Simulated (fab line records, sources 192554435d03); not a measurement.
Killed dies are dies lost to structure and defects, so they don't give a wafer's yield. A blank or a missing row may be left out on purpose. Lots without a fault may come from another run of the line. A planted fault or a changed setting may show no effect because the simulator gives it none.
Chamber matching | flow n5_finfet | N5_BEOL_M4_CO_CAP_55 on cvd_co-01: 3 sister chambers
The step material Co, precursor CCTBA/H2, target thk 2 nm, time 102.1 s. 33 wafers are shown with their chamber, then 12 later ones without.

WAFERS WITH THEIR CHAMBER
wafer  | chamber | heater_power_w (W)
L075.2 | 2       | 255
L075.4 | 0       | 255
L075.5 | 1       | 210
L076.3 | 0       | 255
L076.4 | 2       | 255
L076.5 | 2       | 247
L077.1 | 2       | 261
L077.5 | 0       | 260
L077.6 | 1       | 218
L080.1 | 1       | 216
L080.2 | 2       | 259
L080.4 | 0       | 257
L081.2 | 2       | 253
L081.3 | 0       | 257
L081.4 | 2       | 257
L083.1 | 1       | 212
L083.3 | 0       | 264
L083.5 | 1       | 219
L086.2 | 0       | 254
L086.3 | 2       | 253
L086.5 | 1       | 212
L088.1 | 1       | 219
L088.3 | 2       | 251
L088.6 | 2       | 253
L087.1 | 1       | 218
L087.2 | 2       | 257
L087.5 | 2       | 253
L089.2 | 1       | 217
L089.3 | 2       | 255
L089.5 | 2       | 260
L092.3 | 1       | 215
L092.4 | 2       | 252
L092.5 | 0       | 251

SIGNATURES (means of the wafers above)
reading        | chamber 0 | chamber 1 | chamber 2 | scatter within a chamber
heater_power_w | 256.62    | 215.60    | 254.73    | 3.62
Rule: a wafer's distance from a chamber is the root of the sum, over the readings, of the square of ((its reading less the chamber's mean) divided by the reading's scatter). The wafer belongs to the nearest chamber; if the next one is less than 2 further off, it can't be placed. The scatter: the root of (the sum of the squares of (reading less its chamber's mean) over the shown wafers, divided by (wafers less chambers)).

WAFERS WITHOUT THEIR CHAMBER
wafer  | heater_power_w (W)
L094.1 | 253
L094.2 | 253
L094.6 | 256
L095.2 | 214
L095.3 | 258
L095.6 | 259
L096.1 | 211
L096.2 | 252
L096.4 | 259
L097.1 | 246
L097.2 | 261
L097.4 | 253

WHICH CHAMBER EACH WENT THROUGH
wafer  | from the rows above     | in truth
L094.1 | can't be placed: 2 or 0 | 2
L094.2 | can't be placed: 2 or 0 | 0
L094.6 | can't be placed: 0 or 2 | 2
L095.2 | 1                       | 1
L095.3 | can't be placed: 0 or 2 | 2
L095.6 | can't be placed: 0 or 2 | 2
L096.1 | 1                       | 1
L096.2 | can't be placed: 2 or 0 | 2
L096.4 | can't be placed: 0 or 2 | 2
L097.1 | can't be placed: 2 or 0 | 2
L097.2 | can't be placed: 0 or 2 | 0
L097.4 | can't be placed: 2 or 0 | 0
Placed correctly: 2 of 12. Can't be placed from these rows: 10 (the true chamber is among the candidates in 10). Placed wrongly: 0.
